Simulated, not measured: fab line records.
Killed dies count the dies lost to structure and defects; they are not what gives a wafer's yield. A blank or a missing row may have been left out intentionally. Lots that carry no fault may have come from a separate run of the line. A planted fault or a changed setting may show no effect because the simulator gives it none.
Tool commonality check -- flow n5-finfet -- 10 lots, 30 wafers sampled

## REASON IT WAS OPENED
N5_BEOL_M6_OVL_MEAS_12, reading M6_OVL: flagged on 2 of 10 lots. Fault-free wafers read -0.2 nm, with a standard deviation of 0.71.
Rule: a lot gets a flag if all its wafers with a number sit over 4 standard deviations from that mean, or if no wafer of it has a number. All remaining lots are regarded as sound.

lot,measured,on,"M6_OVL (nm), wafer by wafer",flag
L529,day 8 17:39,overlay-01,0.6 0.0 0.1,
L530,day 8 23:59,overlay-02,-0.4 0.6 -1.8,
L537,day 10 12:37,overlay-01,-0.6 -1.4 -1.4,
L536,day 10 20:11,overlay-02,-0.4 -0.5 -0.3,
L534,day 10 21:13,overlay-02,1.5 0.9 0.3,
L543,day 12 20:26,overlay-02,15.1 16.0 15.4,FLAGGED
L547,day 12 21:48,overlay-02,15.7 14.8 16.3,FLAGGED
L549,day 13 22:30,overlay-02,0.0 0.0 -0.1,
L550,day 14 01:41,overlay-02,-0.7 -0.4 -0.9,
L551,day 14 06:27,overlay-02,0.3 -0.1 0.8,
The mean of the flagged lots' numbers is 15.6 nm, +15.8 nm from the usual (+22 standard deviations).

## WHICH TOOL RAN EACH LOT
3 process steps preceding the reading are held in the record, out of 1938 steps in the route. Cell contents, in order: the tool; ch with the chambers the sampled wafers went through; the start.
lot,flag,N5_BEOL_M5_CURE_80,N5_BEOL_M5_SURFACE_TREAT_87,N5_BEOL_M6_EXPOSE_08
L529,,"uv-cure-02 ch 2, day 8 07:37","pvd-sputter-01, day 8 08:45","arfi-scanner-01 ch 0, day 8 17:29"
L530,,"uv-cure-02 ch 1, day 8 14:10","pvd-sputter-03, day 8 15:41","arfi-scanner-02 ch 0, day 8 23:49"
L537,,"uv-cure-01 ch 1, day 10 02:49","pvd-sputter-03, day 10 04:16","arfi-scanner-03 ch 0, day 10 12:28"
L536,,"uv-cure-02 ch 1, day 10 09:46","pvd-sputter-01, day 10 10:34","arfi-scanner-03 ch 0, day 10 20:01"
L534,,"uv-cure-02 ch 0, day 10 11:30","pvd-sputter-03, day 10 12:37","arfi-scanner-03 ch 0, day 10 21:04"
L543,FLAGGED,"uv-cure-01 ch 2, day 12 09:08","pvd-sputter-03, day 12 10:01","arfi-scanner-03 ch 0, day 12 20:16"
L547,FLAGGED,"uv-cure-03 ch 2, day 12 13:02","pvd-sputter-02, day 12 13:45","arfi-scanner-03 ch 0, day 12 21:39"
L549,,"uv-cure-01 ch 1, day 13 13:59","pvd-sputter-01, day 13 15:01","arfi-scanner-02 ch 0, day 13 22:20"
L550,,"uv-cure-02 ch 2, day 13 14:11","pvd-sputter-02, day 13 15:07","arfi-scanner-01 ch 0, day 14 01:32"
L551,,"uv-cure-03 ch 0, day 13 22:02","pvd-sputter-01, day 13 22:41","arfi-scanner-02 ch 0, day 14 06:17"
What the steps here do:
- N5_BEOL_M5_CURE_80: cures SiCOH lowk, time 120 s.
- N5_BEOL_M5_SURFACE_TREAT_87
- N5_BEOL_M6_EXPOSE_08: exposes mask M6.
- N5_BEOL_M6_OVL_MEAS_12

## FLAGGED AGAINST TOTAL, ONE TOOL AT A TIME (gauges that did the reading follow at the end)
step,tool,lots run,flagged,share of the flagged lots,sound lots run after its first flagged lot
N5_BEOL_M5_CURE_80,uv-cure-01,3,1,some,1 (L549)
N5_BEOL_M5_CURE_80,uv-cure-02,5,0,none,-
N5_BEOL_M5_CURE_80,uv-cure-03,2,1,some,1 (L551)
N5_BEOL_M5_SURFACE_TREAT_87,pvd-sputter-01,4,0,none,-
N5_BEOL_M5_SURFACE_TREAT_87,pvd-sputter-02,2,1,some,1 (L550)
N5_BEOL_M5_SURFACE_TREAT_87,pvd-sputter-03,4,1,some,0
N5_BEOL_M6_EXPOSE_08,arfi-scanner-01,2,0,none,-
N5_BEOL_M6_EXPOSE_08,arfi-scanner-02,3,0,none,-
N5_BEOL_M6_EXPOSE_08,arfi-scanner-03,5,2,all,0
N5_BEOL_M6_OVL_MEAS_12,overlay-01,2,0,none,-
N5_BEOL_M6_OVL_MEAS_12,overlay-02,8,2,all,"3 (L549,L550,L551)"

## THE TABLE: WHAT IT ALLOWS
Table rows that saw every flagged lot: 2, namely arfi-scanner-03 at N5_BEOL_M6_EXPOSE_08 and overlay-02 at N5_BEOL_M6_OVL_MEAS_12.
- arfi-scanner-03 at N5_BEOL_M6_EXPOSE_08: 2 of its 5 lots flagged. Its last sound lot is L534 (day 10 21:04), its first flagged lot L543 (day 12 20:16): a fault that began between those two fits.
- overlay-02 at N5_BEOL_M6_OVL_MEAS_12: 2 of its 8 lots flagged. Sound lots ran on it after the first flagged one (L549, L550, L551), which a lasting fault on the whole tool wouldn't allow.
Just one tool remains: arfi-scanner-03 at N5_BEOL_M6_EXPOSE_08.

## WHAT THE SIMULATOR HAD INSERTED
Scanner matching overlay: arfi-scanner-03, from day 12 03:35 on, at N5_BEOL_M6_EXPOSE_08. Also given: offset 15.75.
Shown lots that were struck: L543, L547. The rule above reached the same finding.
